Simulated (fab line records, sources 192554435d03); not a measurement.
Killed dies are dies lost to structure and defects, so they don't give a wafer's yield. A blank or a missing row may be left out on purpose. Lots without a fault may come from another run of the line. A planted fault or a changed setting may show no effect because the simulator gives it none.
One fault seen from 2 desks | flow n5_finfet | each desk has only its own numbers; what lay behind them comes last

THE METROLOGY DESK
What the gauges read, lot by lot, whatever tool the lot ran on: means of the sampled wafers that have a number. A lot is out of limits, marked OUT, if its mean lies more than 4 standard deviations from the usual mean; the brackets give that distance.
Columns: A = trench_depth_nm at N5_BEOL_M5_OCD_MEAS_38, usual 71.6 nm
lot  | first seen here | A
L645 | day 9 04:04     | 69.4
L644 | day 9 07:32     | 70.5
L648 | day 9 16:02     | 71.2
L650 | day 10 11:31    | 71.8
L646 | day 10 20:21    | 72.4
L649 | day 10 23:08    | 73.3
L654 | day 11 17:59    | 71.6
L657 | day 12 02:05    | 71.3
L658 | day 12 19:22    | 70.9
L664 | day 13 21:41    | 71.7
L662 | day 13 22:05    | 71.8
L666 | day 14 04:59    | 72.0
This desk's finding: nothing out of limits on any of the 12 lots.

THE TOOL OWNER'S DESK: pvd_sputter-01
The tool's own readings at N5_BEOL_M5_SPUTTER_81 (material Cu, target thk 15 nm, time 27.62 s): means of the sampled wafers that have a number, for each lot that ran on this tool. A lot is out of limits, marked OUT, if its mean lies more than 4 standard deviations from the usual mean; the brackets give that distance.
Columns: A = chamber_pressure_pa at N5_BEOL_M5_SPUTTER_81, usual 0.07 Pa; B = throttle_valve_pct at N5_BEOL_M5_SPUTTER_81, usual 29.9 %
lot  | first seen here | A              | B
L645 | day 9 06:37     | 0.07           | 30.0
L648 | day 9 18:58     | 0.07           | 29.3
L650 | day 10 14:22    | 0.07           | 29.0
L649 | day 11 01:45    | 0.07 (-25) OUT | 31.3
This desk's finding: out of limits on L649; first on L649, day 11 01:45 (chamber_pressure_pa at N5_BEOL_M5_SPUTTER_81). In limits: L645, L648, L650.

PUT TOGETHER
The tool owner's desk could have raised an alarm at day 11 01:45, on L649.
The metrology desk saw nothing out of limits.
The metrology desk has L649 on record, within its limits.
Of the lots named, all ran N5_BEOL_M5_SPUTTER_81 on pvd_sputter-01.

WHAT THE SIMULATOR HAD PUT IN
Process parameter drift: pvd_sputter-01, from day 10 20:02 on, at N5_BEOL_M5_SPUTTER_81. Setting chamber_pressure_pa, moved by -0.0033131, from 0.07. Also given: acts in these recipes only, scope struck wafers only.
Lots struck among those shown: L649.
Hours from the fault's start to each desk's first reading out of limits: the tool owner's desk, 6.
